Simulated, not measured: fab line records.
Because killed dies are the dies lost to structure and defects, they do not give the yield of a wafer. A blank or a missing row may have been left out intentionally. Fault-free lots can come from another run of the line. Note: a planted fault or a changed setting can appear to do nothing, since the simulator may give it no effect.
fab line records | flow nandHarc
[record] lots = 12 wafers = 35 lastDay = 24
route steps=1159 shown A_CONTACT@949 A_BLC@976
lots untouched by any fault: they come from a run of this same line in which no faults occurred
startH: start of the lot's first displayed wafer, in hours after the record's first day | waitH: hours from the lot's prior step to this one | " repeats the value in the row above | L1.1+2: a row that stands for several wafers | - either no value or no given start | * or withheld: withheld | < > ~ a bound
route shown NAME@n: NAME is a module with steps in the file, n the number in the route of the first one | usual: mean and standard deviation over wafers with no fault | same: alike in all rows | chamber/n: place in a boat | sites: per-site readings | _std_site: the values' standard deviation | _edge_site: mean of outer sites minus mean of inner sites | radiusMm: for every site, how far away it sits from the centre of the wafer | mask NAME#n: copy n | behind: the tool/chamber that last shaped the wafer | hold: the reason the lot was held/the length of the hold in hours/how it ended | device: transistor that didn't switch, given as n, p or np | end of line: at the end of the route, the tests of the same wafers | for a step that has no rows: nothing shown but its recipe | killed: the dies lost at the first sort to structure and to defects; this is not the yield of the wafer | map: a wafer's dies, marking killed ones x, the rest . and places with no die _
set.NAME: the setting that was run; set.NAME@STEP: the one run at that earlier step | model.NAME: the simulator's own value behind a step, which no gauge read
one table for each step of the route and one row for each wafer, over a sample of lots
services: a tool's chamber out of use, with start hour (startH, from the record's first day; less than 0 if before it), hours out, and reason
[[steps]]
[step NHARC_A_CONTACT_ETCH_92]
[recipe] targetDepthA = 400 overEtchFrac = 0.5 timeS = 85.7 ionEnergyEv = 120 ch3fFlowSccm = 50 o2FlowSccm = 30 arFlowSccm = 200 rfW = 500 biasW = 100 chemistry = CH3F/O2
[usual] ch3fFlowSccm = 49.97/0.15 drypumpMotorCurrentA = 5.6/0.39 mfcArSccm = 200.1/0.63 oesProductAu = 0.94/0.03 rfVppV = 243.8/1.6 runLengthS = 107.3/0.47 showerheadPlenumPTorr = 2.42/0.095 throttleValvePct = 20.662/0.0082
// columns lot.wafer tool chamber startH waitH ch3fFlowSccm drypumpMotorCurrentA mfcArSccm oesProductAu rfHoursCounterH rfVppV runLengthS showerheadPlenumPTorr throttleValvePct
L383.1 rieDiel-04 2 381.15 0.3 49.86 5.4 199.4 0.92 37 243.9 107.1 2.40 20.655
L383.4 " 3 " " 49.93 5.6 198.4 0.92 34 244.2 106.5 2.47 20.665
L383.3 " 0 " " 49.81 5.0 199.7 0.93 35 246.4 107.8 2.57 20.661
L382.1 rieDiel-04 2 383.27 0.4 50.22 5.4 199.8 0.94 37 243.6 107.2 2.40 20.661
L382.6 " 1 " " 49.59 6.0 200.3 0.94 - 244.5 106.9 2.47 20.667
L382.5 " 2 " " 50.10 5.4 199.6 0.92 - 242.7 106.7 2.40 20.670
L384.2 rieDiel-03 3 386.97 0.4 49.81 5.8 199.9 0.97 33 243.0 108.0 2.33 20.640
L384.4 " 2 " " 50.07 6.2 200.4 0.99 30 242.1 106.7 2.29 20.669
L384.5 " 3 " " 49.67 5.8 199.9 0.98 - 243.5 107.7 2.33 20.670
L386.3 rieDiel-03 1 409.93 0.3 49.94 5.4 201.1 0.99 2 245.5 107.7 2.51 20.674
L386.4 " 3 " " 49.95 5.8 200.2 0.97 2 242.1 107.5 2.33 20.655
L386.6 " 1 " " 49.97 5.4 200.3 0.98 - 245.8 107.1 2.51 20.655
L391.2 rieDiel-03 3 434.34 0.3 49.86 5.8 200.5 0.90 7 241.9 107.5 2.33 20.666
L391.3 " 1 " " 49.92 5.4 199.9 0.93 7 245.5 107.1 2.51 20.653
L391.6 " 3 " " 49.98 5.7 200.4 0.90 - 241.2 107.6 2.33 20.657
L389.3 rieDiel-04 2 437.45 0.3 50.06 5.4 198.3 0.94 55 242.5 106.7 2.39 20.659
L389.4 " 1 " " 49.77 6.0 201.1 0.95 56 243.5 107.2 2.47 20.653
L389.5 " 3 " " 49.91 5.6 200.1 0.92 - 243.2 106.7 2.46 20.650
L392.3 rieDiel-03 2 444.91 0.3 49.54 6.2 199.1 0.94 10 241.0 107.0 2.28 20.651
L392.6 " 2 " " 49.65 6.2 199.6 0.94 - 241.1 106.9 2.28 20.655
L396.3 rieDiel-03 1 492.47 0.3 49.97 5.4 200.2 0.93 19 244.1 107.8 2.51 20.660
L396.4 " 2 " " 49.96 6.2 200.6 0.94 19 242.1 106.5 2.28 20.651
L396.1 " 3 " " 50.11 5.8 200.8 0.91 18 244.2 108.2 2.33 20.668
L398.2 rieDiel-03 0 493.66 0.4 49.93 5.2 200.8 0.99 19 242.1 107.6 2.39 20.661
L398.4 " 1 " " 49.85 5.4 201.0 0.99 19 245.2 108.0 2.51 20.654
L398.6 " 3 " " 50.11 5.8 199.6 0.98 - 243.7 107.5 2.32 20.653
L401.2 rieDiel-03 2 498.65 0.4 49.98 6.2 200.7 0.95 20 240.8 106.5 2.28 20.667
L401.1 " 3 " " 49.85 5.8 200.4 0.91 19 243.2 108.0 2.32 20.656
L401.6 " 2 " " 49.94 6.2 200.5 0.94 - 242.1 107.0 2.28 20.661
L404.2 rieDiel-01 2 509.73 0.4 50.25 6.1 200.5 0.95 3 244.1 107.3 2.48 20.658
L404.5 " 0 " " 50.00 5.8 200.3 0.90 - 246.2 107.1 2.50 20.665
L404.6 " 1 " " 49.91 5.3 200.2 0.93 - 247.3 106.9 2.61 20.666
L403.2 rieDiel-03 3 514.74 0.4 49.84 5.8 199.7 0.92 23 242.7 108.2 2.32 20.669
L403.3 " 0 " " 50.19 5.1 199.8 0.93 24 242.0 107.2 2.39 20.656
L403.6 " 3 " " 50.08 5.7 200.3 0.91 - 243.4 108.0 2.32 20.659
[step NHARC_A_BLC_INSPECT_12]
[usual] rawDefectCount = 32/13
// columns lot.wafer tool chamber startH waitH rawDefectCount
L383.1 defectInspect-01 - 390.95 0.0 42
L383.3 " - " " 34
L383.4 " - " " 35
L382.1 defectInspect-01 - 392.56 0.0 14
L382.5 " - " " 18
L382.6 " - " " 25
L384.2 defectInspect-01 - 393.32 0.1 36
L384.4 " - " " 38
L384.5 " - " " 44
L386.3 defectInspect-02 - 414.88 0.0 50
L386.4 " - " " 50
L386.6 " - " " 53
L391.2 defectInspect-02 - 440.90 0.0 16
L391.3 " - " " 12
L391.6 " - " " 16
L389.3 defectInspect-02 - 443.09 0.0 31
L389.4 " - " " 51
L389.5 " - " " 54
L392.3 defectInspect-01 - 448.27 0.0 17
L392.6 " - " " 9
L396.1 defectInspect-01 - 498.85 0.0 29
L396.3 " - " " 25
L396.4 " - " " 43
L398.2 defectInspect-01 - 501.47 0.0 33
L398.4 " - " " 32
L398.6 " - " " 32
L401.1 defectInspect-02 - 503.86 0.1 15
L401.2 " - " " 18
L401.6 " - " " 16
L404.2 defectInspect-02 - 512.98 0.0 39
L404.5 " - " " 38
L404.6 " - " " 33
L403.2 defectInspect-01 - 519.90 0.0 70
L403.3 " - " " 52
L403.6 " - " " 57
[step NHARC_A_BLC_ETCH_17]
[recipe] targetDepthA = 3900 overEtchFrac = 0.25 timeS = 609.38 ionEnergyEv = 200 n2FlowSccm = 150 h2FlowSccm = 150 arFlowSccm = 0 rfW = 400 biasW = 150 chemistry = N2/H2
[usual] drypumpMotorCurrentA = 5.7/0.57 mfcArSccm = 0.014/0.019 oesProductAu = 0.995/0.013 rfVppV = 431/3.1 runLengthS = 630.5/0.3 showerheadPlenumPTorr = 2.05/0.11 throttleValvePct = 14.170/0.0097
// columns lot.wafer tool chamber startH waitH drypumpMotorCurrentA mfcArSccm oesProductAu rfHoursCounterH rfVppV runLengthS showerheadPlenumPTorr throttleValvePct
L383.3 rieDiel-08 2 391.19 - 6.1 0.043 0.999 10 434 630.1 2.15 14.161
L383.1 " 0 " " 5.5 0 0.992 9 429 630.7 1.95 14.160
L383.4 " 1 " " 5.4 0.004 0.990 8 426 630.5 1.92 14.182
L382.1 rieDiel-06 1 392.93 - 6.6 0 0.996 14 427 630.5 1.91 14.182
L382.5 " 2 " " 6.0 0 1.024 - 435 630.9 2.17 14.154
L382.6 " 3 " " 5.1 0 1.003 - 430 630.3 2.01 14.158
L384.2 rieDiel-06 3 393.65 - 5.1 0 1.003 14 430 630.5 2.01 14.168
L384.4 " 0 " " 4.9 0.037 1.004 14 433 630.1 2.17 14.176
L384.5 " 2 " " 5.9 0 1.036 - 434 631.0 2.17 14.188
L386.3 rieDiel-08 1 415.14 - 5.4 0.004 0.986 11 428 630.8 1.92 14.176
L386.4 " 1 " " 5.4 0.004 0.999 - 429 630.6 1.92 14.175
L386.6 " 2 " " 6.1 0.043 1.005 - 433 630.3 2.15 14.183
L391.3 rieDiel-06 2 441.18 - 6.0 0 1.011 1 433 610.6 2.17 14.171
L391.2 " 3 " " 5.1 0 0.981 1 429 630.5 2.01 14.172
L391.6 " 2 " " 6.0 0 1.010 - 435 630.8 2.17 14.163
L389.3 rieDiel-02 0 443.33 - 6.2 0.003 1.000 39 426 630.1 1.88 14.169
L389.4 " 1 " " 6.3 0.007 0.990 40 426 630.7 1.92 14.174
L389.5 " 1 " " 6.3 0.007 0.992 - 427 630.7 1.92 14.169
L392.3 rieDiel-06 0 448.60 - 4.9 0.037 0.981 2 434 609.5 2.17 14.167
L392.6 " 3 " " 5.1 0 0.992 - 431 630.3 2.01 14.168
L396.4 rieDiel-06 2 499.09 - 6.0 0 1.003 7 434 630.9 2.17 14.184
L396.1 " 0 " " 4.9 0.037 0.987 7 434 630.0 2.17 14.176
L396.3 " 1 " " 6.7 0 0.990 7 425 630.7 1.90 14.170
L398.2 rieDiel-06 2 501.79 - 5.9 0 1.010 7 436 630.7 2.17 14.174
L398.4 " 3 " " 5.1 0 0.966 8 429 630.5 2.00 14.182
L398.6 " 0 " " 4.9 0.037 0.991 - 435 630.4 2.17 14.169
L401.1 rieDiel-06 0 504.14 - 4.9 0.037 0.998 8 433 630.1 2.17 14.166
L401.2 " 2 " " 6.0 0 1.014 7 434 631.2 2.17 14.176
L401.6 " 0 " " 4.9 0.037 0.985 - 433 630.0 2.17 14.168
L404.2 rieDiel-06 1 513.28 - 6.6 0 0.990 8 428 630.5 1.90 14.168
L404.5 " 0 " " 4.9 0.037 0.994 - 434 630.0 2.17 14.156
L404.6 " 1 " " 6.6 0 0.985 - 428 630.4 1.90 14.160
L403.2 rieDiel-08 1 520.18 - 5.4 0.004 0.980 2 429 630.8 1.92 14.177
L403.3 " 2 " " 6.1 0.043 1.013 3 434 630.1 2.15 14.166
L403.6 " 2 " " 6.1 0.043 1.014 - 434 630.5 2.15 14.167
[step NHARC_A_BLC_ALD_23]
[recipe] targetThkA = 30 pulseTimeS = 1 aldCycles = 150 tempC = 450 material = TiN
[usual] heaterPowerW = 1097/140 precursorPulseHeightRel = 1.001/0.019
// columns lot.wafer tool chamber startH waitH heaterPowerW precursorPulseHeightRel
L383.1 aldMetal-02 3 392.88 - 1003 1.002
L383.3 " 0 " " 925 0.992
L383.4 " 1 " " 1328 1.000
L382.1 aldMetal-04 0 394.49 - 1344 1.008
L382.5 " 1 " " 932 0.976
L382.6 " 2 " " 1055 0.981
L384.2 aldMetal-02 2 395.25 - 1207 0.960
L384.4 " 3 " " 980 1.009
L384.5 " 3 " " 992 0.983
L386.3 aldMetal-04 1 417.01 - 963 1.000
L386.4 " 0 " " 1268 1.003
L386.6 " 1 " " 961 1.003
L391.3 aldMetal-01 1 442.79 - 1069 1.015
L391.2 " 3 " " 1015 1.008
L391.6 " 2 " " 1113 0.979
L389.4 aldMetal-02 0 444.96 - 930 0.959
L389.3 " 3 " " 1023 0.986
L389.5 " 0 " " 913 1.025
L392.3 aldMetal-01 0 450.20 - 1024 1.002
L392.6 " 1 " " 1077 1.007
L396.3 aldMetal-04 3 500.73 - 1182 0.971
L396.4 " 0 " " 1285 1.031
L396.1 " 2 " " 1017 0.999
L398.2 aldMetal-04 0 503.37 - 1279 0.993
L398.4 " 1 " " 983 1.007
L398.6 " 3 " " 1200 1.004
L401.1 aldMetal-01 0 505.72 - 1044 1.006
L401.2 " 1 " " 991 1.020
L401.6 " 0 " " 1049 1.007
L404.2 aldMetal-04 1 514.89 - 955 1.005
L404.5 " 1 " " 967 0.996
L404.6 " 2 " " 1006 1.032
L403.2 aldMetal-02 2 521.95 - 1271 1.023
L403.3 " 0 " " 946 1.035
L403.6 " 3 " " 976 0.967
[[services]]
// columns tool chamber startH hours kind
rieDiel-03 - 360.97 0.3 repair
aldMetal-02 - 364.00 10.0 pm
rieDiel-03 0 371.36 - clean
rieDiel-03 1 371.36 - clean
rieDiel-03 2 371.36 - clean
rieDiel-03 3 371.36 - clean
rieDiel-06 0 372.80 - clean
aldMetal-04 0 373.56 5.5 repair
aldMetal-04 1 375.26 2.2 repair
rieDiel-01 0 390.21 8.2 repair
rieDiel-03 - 392.33 9.0 pm
rieDiel-08 3 402.80 16.6 repair
aldMetal-04 - 406.00 10.0 pm
rieDiel-06 - 418.20 9.0 pm
aldMetal-01 - 434.64 0.7 repair
aldMetal-01 2 457.55 30.6 repair
aldMetal-01 - 458.00 10.0 pm
rieDiel-04 - 465.97 9.0 pm
rieDiel-02 2 467.67 16.4 repair
rieDiel-08 1 468.33 24.8 repair
rieDiel-08 - 478.87 9.0 pm
rieDiel-03 3 487.55 4.3 repair
rieDiel-01 - 491.88 9.0 pm
rieDiel-02 - 504.85 9.0 pm
[[key]]
[firstSign] step = NHARC_A_BLC_ETCH_17 reading = runLengthS direction = down sigmas = 68 usual = * struck = *
effect none on later readings
metAt NHARC_A_BLC_ETCH_17
struckLots L391,L392
struckWafers L391.3,L392.3
testerLeftOut L391,L392
notActingAt NHARC_A_CONTACT_ETCH_92,NHARC_A_BLC_INSPECT_12,NHARC_A_BLC_ALD_23
onsetBetween 393.65 441.18
[fault] kind = processParameterDrift tool = rieDiel-06 chamber = - onsetH = 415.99 steps = NHARC_A_BLC_ETCH_17 channel = timeS offset = * shape = step endH = 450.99 scope = struckWafersOnly actsIn = * stated = *
// testerLeftOut: of these lots the tester's yield and bins aren't shown, on N5 and GAA mostly nor the transistor test; their killed dies are dies lost to structure and defects alone, not to doping, threshold or leakage, so they don't give the yield
